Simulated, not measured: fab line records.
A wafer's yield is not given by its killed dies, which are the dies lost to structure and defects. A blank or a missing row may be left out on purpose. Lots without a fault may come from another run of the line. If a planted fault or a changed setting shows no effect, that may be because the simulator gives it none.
The tool behind it: which one? / flow nandHarc / Sampling: 14 lots, 42 wafers, 5 of 1302 route steps

WHAT THE GAUGES SHOWED, per wafer
NHARC_A_BLC_INSPECT_12. Usual: rawDefectCount at 83, with a standard deviation of 36.
lot=L530; measured=day 23 03:41; on=defectInspect-01; rawDefectCount=136 104 113; flag=
lot=L533; measured=day 23 14:45; on=defectInspect-02; rawDefectCount=93 101 99; flag=
lot=L531; measured=day 23 17:03; on=defectInspect-02; rawDefectCount=23 22 31; flag=
lot=L532; measured=day 24 01:43; on=defectInspect-02; rawDefectCount=59 56 67; flag=
lot=L534; measured=day 25 09:01; on=defectInspect-01; rawDefectCount=55 53 61; flag=
lot=L536; measured=day 25 16:37; on=defectInspect-01; rawDefectCount=103 114 113; flag=
lot=L537; measured=day 26 07:43; on=defectInspect-01; rawDefectCount=142 177 168; flag=
lot=L541; measured=day 27 23:54; on=defectInspect-02; rawDefectCount=61 71 67; flag=
lot=L543; measured=day 28 14:24; on=defectInspect-02; rawDefectCount=93 80 101; flag=
lot=L544; measured=day 28 20:20; on=defectInspect-01; rawDefectCount=77 86 61; flag=
lot=L545; measured=day 29 17:38; on=defectInspect-01; rawDefectCount=104 87 112; flag=
lot=L550; measured=day 31 04:31; on=defectInspect-02; rawDefectCount=145 143 124; flag=
lot=L549; measured=day 31 06:32; on=defectInspect-02; rawDefectCount=88 74 75; flag=
lot=L551; measured=day 31 18:32; on=defectInspect-01; rawDefectCount=107 107 111; flag=

NHARC_END_SORT_01. Usual: value, then standard deviation, for each; defectLimitedYield 90.9 % / 2.8; killedAtArray 57 / 20; killedAtOther 1.3 / 1.4; killedAtPeriphery 3.4 / 2.4; killedDies 61 / 19; killedOpen 2.9 / 1.8; killedShort 2.5 / 1.6.
lot=L541; measured=day 29 18:42; on=prober-01; defectLimitedYield (%)=91.3 91.7 91.4; killedAtArray=55 50 52; killedAtOther=2 3 3; killedAtPeriphery=2 3 3; killedDies=59 56 58; killedOpen=3 2 1; killedShort=2 2 1; flag=
lot=L543; measured=day 30 10:46; on=prober-01; defectLimitedYield (%)=90.4 90.3 89.7; killedAtArray=64 63 68; killedAtOther=1 2 0; killedAtPeriphery=0 1 2; killedDies=65 66 70; killedOpen=0 4 2; killedShort=2 1 4; flag=
lot=L545; measured=day 31 15:16; on=prober-02; defectLimitedYield (%)=88.8 88.2 87.3; killedAtArray=75 75 82; killedAtOther=1 0 1; killedAtPeriphery=0 5 3; killedDies=76 80 86; killedOpen=0 7 3; killedShort=2 9 5; flag=

WHAT TOOL EACH LOT RAN ON (gives the tool, then ch and the chambers of the sampled wafers, and finally the start)
lot=L530; NHARC_A_CONTACT_ETCH_137=harCapEtch-02 ch 1, day 22 23:16; NHARC_A_BLC_PVD_32=pvdSputter-01, day 23 07:00 or earlier; NHARC_A_M0_SOFTBAKE_04=lithoTrack-01 ch 0, day 23 07:00
lot=L533; NHARC_A_CONTACT_ETCH_137=harCapEtch-03 ch 0,1, day 23 10:28; NHARC_A_BLC_PVD_32=pvdSputter-01, day 23 18:00 or earlier; NHARC_A_M0_SOFTBAKE_04=lithoTrack-01 ch 0, day 23 18:00
lot=L531; NHARC_A_CONTACT_ETCH_137=harCapEtch-01 ch 0,1, day 23 12:28; NHARC_A_BLC_PVD_32=pvdSputter-02, day 23 20:00 or earlier; NHARC_A_M0_SOFTBAKE_04=lithoTrack-04 ch 0, day 23 20:00
lot=L532; NHARC_A_CONTACT_ETCH_137=harCapEtch-03 ch 0,1, day 23 21:20; NHARC_A_BLC_PVD_32=pvdSputter-03, day 24 05:00 or earlier; NHARC_A_M0_SOFTBAKE_04=lithoTrack-01 ch 0, day 24 05:00
lot=L534; NHARC_A_CONTACT_ETCH_137=harCapEtch-01 ch 0,1, day 25 04:38; NHARC_A_BLC_PVD_32=pvdSputter-03, day 25 12:00 or earlier; NHARC_A_M0_SOFTBAKE_04=lithoTrack-04 ch 0, day 25 12:00
lot=L536; NHARC_A_CONTACT_ETCH_137=harCapEtch-03 ch 0,1, day 25 12:17; NHARC_A_BLC_PVD_32=pvdSputter-03, day 25 20:00 or earlier; NHARC_A_M0_SOFTBAKE_04=lithoTrack-06 ch 0, day 25 20:00
lot=L537; NHARC_A_CONTACT_ETCH_137=harCapEtch-01 ch 0,1, day 26 03:11; NHARC_A_BLC_PVD_32=pvdSputter-02, day 26 11:00 or earlier; NHARC_A_M0_SOFTBAKE_04=lithoTrack-01 ch 0, day 26 11:00
lot=L541; NHARC_A_CONTACT_ETCH_137=harCapEtch-01 ch 0,1, day 27 19:38; NHARC_A_BLC_PVD_32=pvdSputter-01, day 28 03:00 or earlier; NHARC_A_M0_SOFTBAKE_04=lithoTrack-04 ch 0, day 28 03:00
lot=L543; NHARC_A_CONTACT_ETCH_137=harCapEtch-01 ch 0,1, day 28 10:08; NHARC_A_BLC_PVD_32=pvdSputter-02, day 28 18:00 or earlier; NHARC_A_M0_SOFTBAKE_04=lithoTrack-04 ch 0, day 28 18:00
lot=L544; NHARC_A_CONTACT_ETCH_137=harCapEtch-02 ch 0, day 28 15:59; NHARC_A_BLC_PVD_32=pvdSputter-02, day 28 23:00 or earlier; NHARC_A_M0_SOFTBAKE_04=lithoTrack-04 ch 0, day 28 23:00
lot=L545; NHARC_A_CONTACT_ETCH_137=harCapEtch-01 ch 0,1, day 29 12:43; NHARC_A_BLC_PVD_32=pvdSputter-01, day 29 21:00 or earlier; NHARC_A_M0_SOFTBAKE_04=lithoTrack-06 ch 0, day 29 21:00
lot=L550; NHARC_A_CONTACT_ETCH_137=harCapEtch-02 ch 0,1, day 31 00:14; NHARC_A_BLC_PVD_32=pvdSputter-03, day 31 08:00 or earlier; NHARC_A_M0_SOFTBAKE_04=lithoTrack-01 ch 0, day 31 08:00
lot=L549; NHARC_A_CONTACT_ETCH_137=harCapEtch-01 ch 0,1, day 31 01:25; NHARC_A_BLC_PVD_32=pvdSputter-01, day 31 10:00 or earlier; NHARC_A_M0_SOFTBAKE_04=lithoTrack-06 ch 0, day 31 10:00
lot=L551; NHARC_A_CONTACT_ETCH_137=harCapEtch-01 ch 0,1, day 31 14:19; NHARC_A_BLC_PVD_32=pvdSputter-03, day 31 22:00 or earlier; NHARC_A_M0_SOFTBAKE_04=lithoTrack-01 ch 0, day 31 22:00
- NHARC_A_CONTACT_ETCH_137: etches the open film in C4F8/O2/Ar, time 311 s, target depth 1912 nm.
- NHARC_A_BLC_PVD_32: deposits Ti, target thk 5 nm, time 17.7 s.
- NHARC_A_M0_SOFTBAKE_04: time 55 s.

WHAT THE TOOLS THEMSELVES READ (means of the sampled wafers that have a number; where no wafer has one, the mark that the record gives instead)
NHARC_A_BLC_PVD_32. Usual: throttleValvePct at 29.6 %, with a standard deviation of 1.3.
lot=L530; tool=pvdSputter-01; throttleValvePct (%)=29.5; flag=
lot=L533; tool=pvdSputter-01; throttleValvePct (%)=29.1; flag=
lot=L531; tool=pvdSputter-02; throttleValvePct (%)=30.3; flag=
lot=L532; tool=pvdSputter-03; throttleValvePct (%)=30.6; flag=
lot=L534; tool=pvdSputter-03; throttleValvePct (%)=29.0; flag=
lot=L536; tool=pvdSputter-03; throttleValvePct (%)=31.1; flag=
lot=L537; tool=pvdSputter-02; throttleValvePct (%)=29.5; flag=
lot=L541; tool=pvdSputter-01; throttleValvePct (%)=29.9; flag=
lot=L543; tool=pvdSputter-02; throttleValvePct (%)=30.1; flag=
lot=L544; tool=pvdSputter-02; throttleValvePct (%)=30.6; flag=
lot=L545; tool=pvdSputter-01; throttleValvePct (%)=28.4; flag=
lot=L550; tool=pvdSputter-03; throttleValvePct (%)=29.4; flag=
lot=L549; tool=pvdSputter-01; throttleValvePct (%)=28.5; flag=
lot=L551; tool=pvdSputter-03; throttleValvePct (%)=29.4; flag=

NHARC_A_M0_SOFTBAKE_04. Usual: heaterPowerTotalW at 188.45 W, with a standard deviation of 0.14.
lot=L530; tool=lithoTrack-01; heaterPowerTotalW (W)=188.55; flag=
lot=L533; tool=lithoTrack-01; heaterPowerTotalW (W)=188.39; flag=
lot=L531; tool=lithoTrack-04; heaterPowerTotalW (W)=188.55; flag=
lot=L532; tool=lithoTrack-01; heaterPowerTotalW (W)=188.32; flag=
lot=L534; tool=lithoTrack-04; heaterPowerTotalW (W)=188.35; flag=
lot=L536; tool=lithoTrack-06; heaterPowerTotalW (W)=188.34; flag=
lot=L537; tool=lithoTrack-01; heaterPowerTotalW (W)=188.46; flag=
lot=L541; tool=lithoTrack-04; heaterPowerTotalW (W)=199.65; flag=OFF
lot=L543; tool=lithoTrack-04; heaterPowerTotalW (W)=199.76; flag=OFF
lot=L544; tool=lithoTrack-04; heaterPowerTotalW (W)=199.67; flag=OFF
lot=L545; tool=lithoTrack-06; heaterPowerTotalW (W)=188.54; flag=
lot=L550; tool=lithoTrack-01; heaterPowerTotalW (W)=188.56; flag=
lot=L549; tool=lithoTrack-06; heaterPowerTotalW (W)=188.41; flag=
lot=L551; tool=lithoTrack-01; heaterPowerTotalW (W)=188.48; flag=

THE ANSWER, worked out from the rows above alone
Rule: a lot counts as off when the mean over its wafers that have a number is more than 3 standard deviations away from the usual mean. Also off: a lot with no number at a reading for which 4 or more lots have one. The other lots that the step has rows for count as sound. The gauges are gone through in route order, then the tools' own readings, and for those a lot's mean is taken as printed above. At the first step where some lot is off, the reading lying furthest off is the one used; lots without a number count as furthest.
Off: L541, L543, L544, at NHARC_A_M0_SOFTBAKE_04 (heaterPowerTotalW).
If a tool, at that step or one of the process steps before it, ran each lot that is off and ran no sound lot following the first of them, it fits. Because NHARC_A_BLC_PVD_32 lacks a start for some lots, the hours and order of its lots are taken from NHARC_A_M0_SOFTBAKE_04. One candidate fits, namely lithoTrack-04 at NHARC_A_M0_SOFTBAKE_04. Its last sound lot is L534 (day 25 12:00), its first lot that is off L541 (day 28 03:00): a fault that began between those two fits.
The tool's own readings at NHARC_A_M0_SOFTBAKE_04 bear it out: on the lots that are off they differ by more than 5 times the standard deviation of the sound lots' means. heaterPowerTotalW reads 199.69 W there against 188.45 W on the sound lots.

WHAT THE SIMULATOR HAD INSERTED
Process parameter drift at NHARC_A_M0_SOFTBAKE_04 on lithoTrack-04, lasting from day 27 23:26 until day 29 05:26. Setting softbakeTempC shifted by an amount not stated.
Lots struck among those shown: L541, L543, L544. The same result came from the rule above.
